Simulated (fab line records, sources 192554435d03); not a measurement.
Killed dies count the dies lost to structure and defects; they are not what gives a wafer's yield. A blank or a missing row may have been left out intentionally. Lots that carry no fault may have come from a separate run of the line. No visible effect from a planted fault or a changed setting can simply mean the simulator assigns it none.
Chamber matching	flow n5-finfet	N5_PMOS_HMC_CHANNEL_EPI_STRIP_33 on rie-diel-02 has 4 sister chambers
The step strips in N2/H2. 16 wafers are shown with their chamber, then 8 later ones without.

WAFERS, EACH WITH ITS CHAMBER
wafer	chamber	showerhead-plenum-p-Torr (Torr)	drypump-motor-current-A (A)	throttle-valve-pct (%)
L078.1	0	3.49	5.9	19.3
L078.3	2	3.52	6.0	19.4
L078.6	2	3.52	6.0	19.4
L079.1	0	3.49	5.9	19.3
L079.3	2	3.52	6.0	19.4
L079.6	0	3.49	6.0	19.3
L080.1	3	3.34	5.7	19.9
L080.3	1	3.22	5.7	19.5
L080.5	2	3.51	6.0	19.5
L084.2	2	3.51	6.0	19.4
L084.3	0	3.48	5.9	19.3
L084.5	0	3.48	6.0	19.3
L088.1	0	3.48	6.0	19.3
L088.3	1	3.21	5.7	19.6
L088.5	1	3.21	5.7	19.6
L089.4	2	3.51	6.0	19.4

SIGNATURES (averages over the wafers above)
reading	chamber 0	chamber 1	chamber 2	chamber 3	scatter within a chamber
showerhead-plenum-p-Torr	3.4850	3.2133	3.5150	3.3400	0.00553
drypump-motor-current-A	5.950	5.700	6.000	5.700	0.0354
throttle-valve-pct	19.300	19.567	19.417	19.900	0.0354
Rule: a wafer lies at a distance from a chamber equal to the root of the sum of squares, over the readings, of (its reading less the chamber's mean, divided by the reading's scatter). The wafer belongs to the nearest chamber; if the next one is less than 2 further off, it can't be placed. The scatter: take each reading less its chamber's mean, square it, sum over the shown wafers, divide by the number of wafers less the number of chambers, and take the root.

WAFERS WITH NO CHAMBER GIVEN
wafer	showerhead-plenum-p-Torr (Torr)	drypump-motor-current-A (A)	throttle-valve-pct (%)
L089.5	3.51	6.0	19.4
L089.6	3.33	5.7	19.9
L090.1	3.50	6.0	19.5
L090.2	3.21	5.7	19.6
L090.5	3.48	6.0	19.3
L093.2	3.32	5.8	19.9
L093.4	3.20	5.7	19.6
L093.5	3.47	5.9	19.3

EACH ONE'S CHAMBER
wafer	from the rows above	in truth
L089.5	2	2
L089.6	3	3
L090.1	2	2
L090.2	1	1
L090.5	0	0
L093.2	3	3
L093.4	1	1
L093.5	0	0
Correctly placed: 8 of 8. Number that these rows cannot place: 0. Wrongly placed: 0.
